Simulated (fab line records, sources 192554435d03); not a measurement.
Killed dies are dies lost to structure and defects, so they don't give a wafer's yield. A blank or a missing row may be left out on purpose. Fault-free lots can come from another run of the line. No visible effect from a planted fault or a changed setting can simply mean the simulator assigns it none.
Matching of chambers | flow n5-finfet | N5_MOL_CONTACT_COAG_ETCH_90 on rie-diel-04 has 4 sister chambers
The step etches SiARC in CF4, target depth 13 nm, time 21.7 s. 14 wafers are shown with their chamber, then 7 later ones without.

== WAFERS, EACH WITH ITS CHAMBER ==
wafer  | chamber | drypump-motor-current-A (A) | showerhead-plenum-p-Torr (Torr) | throttle-valve-pct (%)
L077.2 | 0       | 6.2                         | 2.20                            | 15.78
L077.5 | 2       | 5.5                         | 2.14                            | 15.88
L077.6 | 0       | 6.2                         | 2.20                            | 15.77
L080.1 | 1       | 6.2                         | 2.11                            | 15.81
L080.3 | 2       | 5.6                         | 2.14                            | 15.87
L080.5 | 2       | 5.5                         | 2.14                            | 15.89
L085.2 | 3       | 5.5                         | 2.20                            | 15.45
L085.3 | 2       | 5.5                         | 2.14                            | 15.93
L085.4 | 2       | 5.5                         | 2.14                            | 15.89
L087.1 | 2       | 5.5                         | 2.13                            | 15.92
L087.4 | 3       | 5.5                         | 2.20                            | 15.46
L087.6 | 2       | 5.5                         | 2.14                            | 15.90
L088.1 | 3       | 5.5                         | 2.20                            | 15.46
L088.2 | 2       | 5.5                         | 2.13                            | 15.90

SIGNATURES, as means of the wafers listed above
reading                  | chamber 0 | chamber 1 | chamber 2 | chamber 3 | scatter within a chamber
drypump-motor-current-A  | 6.200     | 6.200     | 5.513     | 5.500     | 0.0296
showerhead-plenum-p-Torr | 2.2000    | 2.1100    | 2.1375    | 2.2000    | 0.00387
throttle-valve-pct       | 15.7750   | 15.8100   | 15.8975   | 15.4567   | 0.0169
Rule: for each reading, subtract the chamber's mean from the wafer's reading, divide by that reading's scatter and square the result; add these up over the readings and take the root, which gives the wafer's distance from the chamber. The wafer belongs to the nearest chamber; if the next one is less than 2 further off, it can't be placed. The scatter: take each reading less its chamber's mean, square it, sum over the shown wafers, divide by the number of wafers less the number of chambers, and take the root.

== WAFERS WHOSE CHAMBER IS MISSING ==
wafer  | drypump-motor-current-A (A) | showerhead-plenum-p-Torr (Torr) | throttle-valve-pct (%)
L088.4 | 5.5                         | 2.19                            | 15.47
L092.1 | 6.2                         | 2.10                            | 15.33
L092.2 | 5.5                         | 2.19                            | 15.49
L092.6 | 6.2                         | 2.10                            | 15.34
L095.4 | 5.5                         | 2.13                            | 15.94
L095.5 | 5.5                         | 2.13                            | 15.96
L095.6 | 6.2                         | 2.10                            | 15.34

== THE CHAMBER EACH PASSED THROUGH ==
wafer  | from the rows above | in truth
L088.4 | 3                   | 3
L092.1 | 1                   | 1
L092.2 | 3                   | 3
L092.6 | 1                   | 1
L095.4 | 2                   | 2
L095.5 | 2                   | 2
L095.6 | 1                   | 1
7 of 7 placed correctly. Number that these rows cannot place: 0. Number placed wrongly: 0.
